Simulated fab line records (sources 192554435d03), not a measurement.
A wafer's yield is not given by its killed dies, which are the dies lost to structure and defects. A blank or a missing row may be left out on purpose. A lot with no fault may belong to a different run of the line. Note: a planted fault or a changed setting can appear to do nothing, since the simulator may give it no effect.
Matching of chambers -- flow n5_finfet -- N5_BEOL_M2_PRE_CLEAN_60 on cvd_co-02: 3 sister chambers
The step time 15 s. 24 wafers are shown with their chamber, then 12 later ones without.

EACH WAFER AND ITS CHAMBER
wafer,chamber,heater_power_w (W),heater_power_outer_w (W)
L075.2,0,101,17
L075.4,2,49,0
L075.6,0,104,17
L077.1,2,51,0
L077.4,1,74,12
L077.6,2,50,0
L078.1,2,51,0
L078.2,1,74,13
L078.3,0,105,18
L078.4,2,50,0
L078.5,0,103,17
L078.6,1,75,13
L079.2,1,75,13
L079.3,0,104,17
L079.5,0,105,18
L080.1,0,105,18
L080.3,2,49,0
L080.5,2,50,0
L082.1,1,73,12
L082.2,0,105,18
L082.3,2,51,0
L082.4,0,105,18
L082.5,2,50,0
L082.6,1,75,13

SIGNATURES, as means of the wafers listed above
reading,chamber 0,chamber 1,chamber 2,scatter within a chamber
heater_power_w,104.11,74.33,50.11,1.05
heater_power_outer_w,17.56,12.67,0.00,0.411
Rule: for each reading, subtract the chamber's mean from the wafer's reading, divide by that reading's scatter and square the result; add these up over the readings and take the root, which gives the wafer's distance from the chamber. If the next closest chamber is less than 2 further off than the closest, the wafer can't be placed; otherwise it belongs to the closest. The scatter: take each reading less its chamber's mean, square it, sum over the shown wafers, divide by the number of wafers less the number of chambers, and take the root.

WAFERS WHOSE CHAMBER IS MISSING
wafer,heater_power_w (W),heater_power_outer_w (W)
L083.2,73,13
L083.4,72,13
L083.6,50,0
L086.1,107,18
L086.3,51,1
L086.5,77,13
L088.2,51,1
L088.3,73,13
L088.4,104,18
L093.2,74,13
L093.3,52,1
L093.4,73,13

THE CHAMBER EACH PASSED THROUGH
wafer,from the rows above,in truth
L083.2,1,1
L083.4,1,1
L083.6,2,2
L086.1,0,0
L086.3,2,2
L086.5,1,1
L088.2,2,2
L088.3,1,1
L088.4,0,0
L093.2,1,1
L093.3,2,2
L093.4,1,1
Correct placement for 12 of the 12. Left unplaced by these rows: 0. Placed wrongly: 0.
